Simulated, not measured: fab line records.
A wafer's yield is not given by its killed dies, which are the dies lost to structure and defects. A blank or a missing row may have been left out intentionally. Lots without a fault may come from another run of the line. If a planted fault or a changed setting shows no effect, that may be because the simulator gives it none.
fab line records	flow n5-finfet
[record] lots = 11	wafers = 32	last-day = 18
route steps=1938 shown BEOL_M4@1105 BEOL_M5@1115 PASSIVATION@1936
lots with no fault: from the same line, run without faults
start-h: start of the lot's first displayed wafer, in hours after the record's first day	wait-h: hours elapsed since this lot's preceding step	" repeats the value in the row above	L1.1+2: several wafers, shown together as one row	- no value, or no start was given	* or withheld: withheld	< > ~ a bound
route shown NAME@n: NAME is a module with steps in the file, n the number in the route of the first one	usual: mean/standard deviation of fault-free wafers	same: alike in all rows	chamber/n: place in a boat	sites: readings site by site	_std_site: the standard deviation of these	_edge_site: mean of outer sites minus mean of inner sites	radius-mm: how far each site lies from the wafer's centre	mask NAME#n: copy n	behind: the tool/chamber that last shaped the wafer	hold: reason for holding the lot/hours on hold/outcome of the hold	device: whichever transistor did not switch (one of n, p or np)	end of line: the route-end tests of the same wafers	a step given without rows: its recipe and nothing more	killed: at the first sort, the dies lost to defects and structure; wafer yield is something else	map: per-die view of a wafer (x killed, . not killed, _ where there is no die)
set.NAME: the setting the step ran with; set.NAME@STEP: the setting that earlier step ran with	model.NAME: the simulator's own value behind a step, which no gauge read
steps of the route over a sample of lots; a table a step, a row a wafer
services: when a tool's chamber went out of use (start-h, in hours from the record's first day, below 0 if earlier), for how many hours, and the reason
[[steps]]
[step N5_BEOL_M4_PRE_CLEAN_60]
[recipe] gas = NH3/H2	time-s = 15	temp-c = *	rf-power-w = 300
[usual] heater-power-w = 106/25
[same] time-s = 15
lot.wafer	tool	chamber	start-h	wait-h	heater-power-w
L896.1	cvd-co-01	1	193.85	0.0	143
L896.3	"	0	"	"	78
L896.6	"	1	"	"	143
L904.2	cvd-co-01	1	232.02	0.0	141
L904.3	"	0	"	"	77
L904.5	"	1	"	"	141
L905.3	cvd-co-02	2	233.45	0.0	133
L905.5	"	2	"	"	132
L905.6	"	1	"	"	105
L906.1	cvd-co-02	1	252.61	0.0	103
L906.3	"	2	"	"	136
L906.4	"	1	"	"	104
L909.1	cvd-co-02	2	260.12	0.0	136
L909.5	"	2	"	"	132
L909.6	"	0	"	"	83
L908.1	cvd-co-02	1	267.36	0.0	103
L908.4	"	0	"	"	85
L908.5	"	2	"	"	130
L910.1	cvd-co-02	0	277.44	0.0	83
L910.3	"	1	"	"	104
L910.5	"	2	"	"	135
L914.1	cvd-co-02	1	305.03	0.3	102
L914.5	"	2	"	"	136
L914.6	"	1	"	"	102
L916.5	cvd-co-01	1	311.29	0.1	142
L916.6	"	0	"	"	79
L915.2	cvd-co-02	2	311.60	0.0	135
L915.4	"	1	"	"	103
L915.6	"	2	"	"	135
L917.1	cvd-co-01	0	319.79	0.2	78
L917.2	"	1	"	"	143
L917.3	"	2	"	"	81
[step N5_BEOL_M4_DEP_57]
[recipe] material = SiCN	target-thk-a = 80	temp-c = withheld	precursor = 3MS/NH3	pressure-torr = 3	rf-w = 202	time-s = 14
[usual] showerhead-plenum-p-Torr = 3.663/0.012	throttle-valve-pct = 9.1/0.61
[same] time-s = 14
lot.wafer	tool	chamber	start-h	wait-h	showerhead-plenum-p-Torr	throttle-valve-pct
L896.1	pecvd-03	2	194.01	0.0	3.668	8.3
L896.3	"	1	"	"	3.653	9.0
L896.6	"	2	"	"	3.675	8.6
L904.2	pecvd-03	2	232.18	0.0	3.675	8.7
L904.3	"	0	"	"	3.646	9.5
L904.5	"	1	"	"	3.661	8.8
L905.3	pecvd-02	1	233.60	0.0	3.659	8.4
L905.5	"	0	"	"	3.664	9.4
L905.6	"	2	"	"	3.666	8.9
L906.1	pecvd-02	2	252.77	0.0	3.668	8.6
L906.3	"	1	"	"	3.667	8.4
L906.4	"	1	"	"	3.664	8.5
L909.1	pecvd-02	2	260.27	0.0	3.661	9.0
L909.5	"	0	"	"	3.674	9.2
L909.6	"	1	"	"	3.665	8.4
L908.1	pecvd-02	2	267.52	0.0	3.672	8.6
L908.4	"	1	"	"	3.664	8.3
L908.5	"	2	"	"	3.670	8.7
L910.1	pecvd-01	1	277.61	0.0	3.655	10.5
L910.3	"	2	"	"	3.679	9.3
L910.5	"	2	"	"	3.700	8.9
L914.1	pecvd-02	0	305.24	0.0	3.669	9.6
L914.5	"	2	"	"	3.670	9.1
L914.6	"	0	"	"	3.660	9.5
L916.5	pecvd-03	1	311.44	0.0	3.664	8.8
L916.6	"	2	"	"	3.684	8.2
L915.2	pecvd-02	2	311.81	0.0	3.656	8.9
L915.4	"	0	"	"	3.667	9.6
L915.6	"	2	"	"	3.663	8.9
L917.1	pecvd-01	1	319.95	0.0	3.659	10.4
L917.2	"	0	"	"	3.653	8.7
L917.3	"	2	"	"	3.676	9.0
[step N5_BEOL_M5_PECVD_70]
[recipe] material = SiO2	target-thk-a = 160	temp-c = 400	precursor = TEOS/O2	pressure-torr = 5.5	rf-w = 450	teos-flow-sccm = 53.8	gas = O2	flow-sccm = 3000	time-s = 18
[usual] heater-power-w = 706/55	showerhead-plenum-p-Torr = 8.77/0.054	throttle-valve-pct = 22.4/1.6
[same] time-s = 18
lot.wafer	tool	chamber	start-h	wait-h	heater-power-w	showerhead-plenum-p-Torr	throttle-valve-pct
L896.1	pecvd-02	0	195.85	0.0	657	8.79	23.0
L896.3	"	2	"	"	630	8.78	21.6
L896.6	"	1	"	"	689	8.78	20.9
L904.2	pecvd-04	2	233.90	0.0	701	8.76	20.5
L904.3	"	1	"	"	786	8.77	21.9
L904.5	"	2	"	"	721	8.76	20.4
L905.3	pecvd-01	1	235.33	0.0	729	8.73	26.3
L905.5	"	1	"	"	732	8.70	26.3
L905.6	"	0	"	"	603	8.70	22.0
L906.1	pecvd-02	1	254.46	0.0	758	8.75	20.9
L906.3	"	0	"	"	739	8.81	23.1
L906.4	"	1	"	"	753	8.74	21.2
L909.1	pecvd-04	2	261.96	0.0	585	8.75	20.7
L909.5	"	1	"	"	665	8.75	21.7
L909.6	"	0	"	"	816	8.77	23.6
L908.1	pecvd-01	2	269.22	0.0	684	8.88	22.4
L908.4	"	0	"	"	621	8.72	21.9
L908.5	"	1	"	"	790	8.72	26.5
L910.1	pecvd-01	2	279.80	0.0	729	8.90	22.3
L910.3	"	1	"	"	744	8.71	26.3
L910.5	"	1	"	"	780	8.70	26.1
L914.1	pecvd-01	0	306.95	0.0	621	8.71	21.9
L914.5	"	2	"	"	683	8.89	22.8
L914.6	"	0	"	"	617	8.70	21.8
L916.5	pecvd-01	1	313.14	0.1	698	8.71	26.0
L916.6	"	0	"	"	715	8.69	22.0
L915.2	pecvd-02	2	313.51	0.0	713	8.80	21.7
L915.4	"	1	"	"	737	8.78	20.8
L915.6	"	2	"	"	711	8.76	21.7
L917.1	pecvd-02	1	321.64	0.0	736	8.73	21.1
L917.2	"	2	"	"	641	8.81	21.9
L917.3	"	0	"	"	670	8.80	23.1
[step N5_BEOL_M5_STRIP_64]
[recipe] chemistry = CF4	resist = SiARC	power-w = 300	bias-power-w = 75	pressure-mtorr = 50	cf4-flow-sccm = 150	rf-frequency-hz = 6e+07
[usual] bias-power-w = 75.02/0.21	cf4-flow-sccm = 150.0/0.47	drypump-motor-current-A = 5.6/0.37	oes-product-au = 0.80/0.077	rf-vpp-V = 271.4/1.3	showerhead-plenum-p-Torr = 1.81/0.044	throttle-valve-pct = 13.53/0.21
lot.wafer	tool	chamber	start-h	wait-h	bias-power-w	cf4-flow-sccm	drypump-motor-current-A	oes-product-au	rf-hours-counter-h	rf-vpp-V	showerhead-plenum-p-Torr	throttle-valve-pct
L896.1	rie-diel-05	3	198.88	0.0	74.64	150.2	5.6	0.89	27	270.0	1.76	13.33
L896.3	"	0	"	"	75.18	149.9	6.2	0.73	174	272.2	1.85	13.84
L896.6	"	3	"	"	75.14	150.3	5.6	0.88	-	269.8	1.76	13.32
L904.2	rie-diel-05	3	236.90	0.0	-	-	-	-	-	-	-	-
L904.3	"	0	"	"	-	-	-	-	-	-	-	-
L904.5	"	3	"	"	-	-	-	-	-	-	-	-
L905.3	rie-diel-05	2	237.18	0.0	-	-	-	-	-	-	-	-
L905.5	"	0	"	"	-	-	-	-	-	-	-	-
L905.6	"	3	"	"	-	-	-	-	-	-	-	-
L906.1	rie-diel-05	1	255.63	0.0	75.16	150.5	5.6	0.72	177	271.0	1.79	13.59
L906.3	"	3	"	"	75.09	149.7	5.6	0.86	39	268.5	1.76	13.35
L906.4	"	2	"	"	75.14	150.8	5.5	0.85	63	271.3	1.82	13.49
L909.1	rie-diel-05	1	263.46	0.0	75.31	150.3	5.6	0.71	180	269.9	1.78	13.57
L909.5	"	1	"	"	75.12	150.5	5.6	0.72	-	271.9	1.78	13.59
L909.6	"	2	"	"	74.84	150.7	5.5	0.85	-	271.8	1.82	13.50
L908.1	rie-diel-05	0	272.09	0.0	74.87	149.8	6.2	0.72	200	271.9	1.84	13.89
L908.4	"	3	"	"	74.70	149.6	5.5	0.85	44	269.4	1.76	13.36
L908.5	"	1	"	"	75.24	149.7	5.6	0.72	-	269.7	1.78	13.58
L910.1	rie-diel-02	2	282.02	0.0	74.98	150.4	5.5	0.72	188	270.1	1.80	13.58
L910.3	"	3	"	"	74.91	149.6	5.2	0.69	199	271.2	1.85	13.86
L910.5	"	2	"	"	74.79	150.9	5.6	0.73	-	271.3	1.80	13.58
L914.1	rie-diel-04	0	308.81	0.0	75.01	149.4	5.9	0.73	175	270.3	1.77	13.46
L914.5	"	1	"	"	75.20	150.2	5.3	0.84	-	270.2	1.74	13.31
L914.6	"	0	"	"	74.81	150.5	5.9	0.73	-	272.2	1.77	13.46
L916.5	rie-diel-04	1	315.36	0.0	74.83	150.0	5.4	0.84	-	270.7	1.74	13.31
L916.6	"	0	"	"	75.07	149.4	5.9	0.73	-	271.4	1.77	13.47
L915.2	rie-diel-02	2	315.59	0.0	74.60	150.1	5.6	0.71	198	271.0	1.80	13.62
L915.4	"	0	"	"	74.89	149.4	5.3	0.87	40	273.4	1.90	13.26
L915.6	"	3	"	"	74.78	149.7	5.2	0.68	-	272.6	1.85	13.90
L917.1	rie-diel-04	0	325.04	0.0	74.83	150.5	5.9	0.73	180	272.1	1.77	13.47
L917.2	"	1	"	"	75.24	149.5	5.3	0.85	53	270.8	1.74	13.33
L917.3	"	3	"	"	74.92	150.2	5.7	0.81	81	272.0	1.83	13.72
[step N5_PASSIVATION_PROBE_49]
[usual] defect-limited-yield = 91.4/1.5	killed_at_M0_to_M3 = 34/10	killed_at_M4_up = 15/6	killed-at-contacts = 12/6	killed-at-front-end = 37/11	killed-at-other = 3.3/2.8	killed-dies = 101/18	killed-open = 66/14	killed-short = 33/7.8	sort_bin_5_function = 5.0/0.97	sort_bin_6_memory = 3.2/0.72	sort-n-pass = 1079/18	sort-yield-pct = 91.4/1.5
[same] gross-dies = 1180	killed-at-back-side = 0	sort_bin_4_leakage[%] = 0	sort_bin_8_speed[%] = 0
lot.wafer	tool	chamber	start-h	wait-h	defect-limited-yield[%]	killed_at_M0_to_M3	killed_at_M4_up	killed-at-contacts	killed-at-front-end	killed-at-other	killed-dies	killed-open	killed-short	sort_bin_5_function[%]	sort_bin_6_memory[%]	sort-n-pass	sort-yield-pct[%]
L909.1	prober-02	-	369.37	0.0	90.8	34	13	27	33	2	109	83	26	5.0	4.0	1071	90.8
L909.5	prober-02	-	369.57	0.2	89.2	38	19	12	52	6	127	83	43	6.4	4.1	1053	89.2
L909.6	prober-02	-	369.62	0.3	89.0	46	26	15	37	6	130	91	38	7.2	3.6	1050	89.0
// killed by level:class
L909.1 MOL_CONTACT_COAG:geometric-particle:open=21 BEOL_M3:geometric-particle:open=10 STI_FIN_REVEAL:geometric-particle:open=8 FIN_SAQP:geometric-particle:open=6 MOL_CONTACT_COAG:geometric-particle:short=6 BEOL_M0_SAQP:geometric-particle:open=6 BEOL_M2:geometric-particle:open=5 BEOL_M1:geometric-particle:open=5
L909.5 BEOL_M4:geometric-particle:open=14 FIN_SAQP:geometric-particle:open=10 BEOL_M0_SAQP:geometric-particle:open=9 BEOL_M1:geometric-particle:open=9 MOL_CONTACT_COAG:geometric-particle:open=8 FIN_SAQP:geometric-particle:short=7 STI_FIN_REVEAL:geometric-particle:open=7 DUMMY_GATE:geometric-particle:open=5
L909.6 BEOL_M4:geometric-particle:open=17 BEOL_M0_SAQP:geometric-particle:open=11 BEOL_M3:geometric-particle:open=11 MOL_CONTACT_COAG:geometric-particle:open=10 GATE_CUT:geometric-particle:short=6 FIN_SAQP:geometric-particle:open=5 STI_FIN_REVEAL:geometric-particle:open=5 DUMMY_GATE:geometric-particle:open=5
[[services]]
tool	chamber	start-h	hours	kind
rie-diel-02	-	174.67	14.6	pm
rie-diel-02	0	190.78	2.9	repair
cvd-co-02	-	195.30	6.0	pm
rie-diel-02	3	201.95	4.0	repair
pecvd-03	2	209.24	13.2	repair
rie-diel-05	3	210.20	15.3	repair
pecvd-04	0	214.44	25.6	repair
cvd-co-02	-	215.45	1.5	repair
pecvd-02	2	223.44	4.2	repair
cvd-co-02	1	240.53	10.1	repair
pecvd-04	2	242.61	6.9	repair
pecvd-01	-	255.82	1.6	repair
pecvd-03	1	260.12	40.9	repair
rie-diel-02	3	264.08	11.4	repair
rie-diel-02	-	271.71	2.8	pm
pecvd-03	-	276.82	6.0	pm
pecvd-04	2	289.93	9.3	repair
cvd-co-02	0	290.57	66.4	repair
pecvd-02	-	292.26	5.5	pm
cvd-co-01	-	298.11	6.9	pm
pecvd-03	-	298.20	0.8	repair
rie-diel-02	-	300.28	4.0	repair
rie-diel-02	0	322.58	9.6	repair
cvd-co-02	2	324.30	8.6	repair
[[key]]
[first-sign] step = N5_BEOL_M5_STRIP_64	reading = tool-record	direction = missing
effect none on later readings
met-at N5_BEOL_M5_STRIP_64
struck-lots L904,L905
not-acting-at N5_BEOL_M4_PRE_CLEAN_60,N5_BEOL_M4_DEP_57,N5_BEOL_M5_PECVD_70
onset-between 198.88 236.90
[fault] kind = skipped-step-whole	tool = rie-diel-05	chamber = -	onset-h = 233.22	steps = N5_BEOL_M5_STRIP_64	scope = struck-lots-only
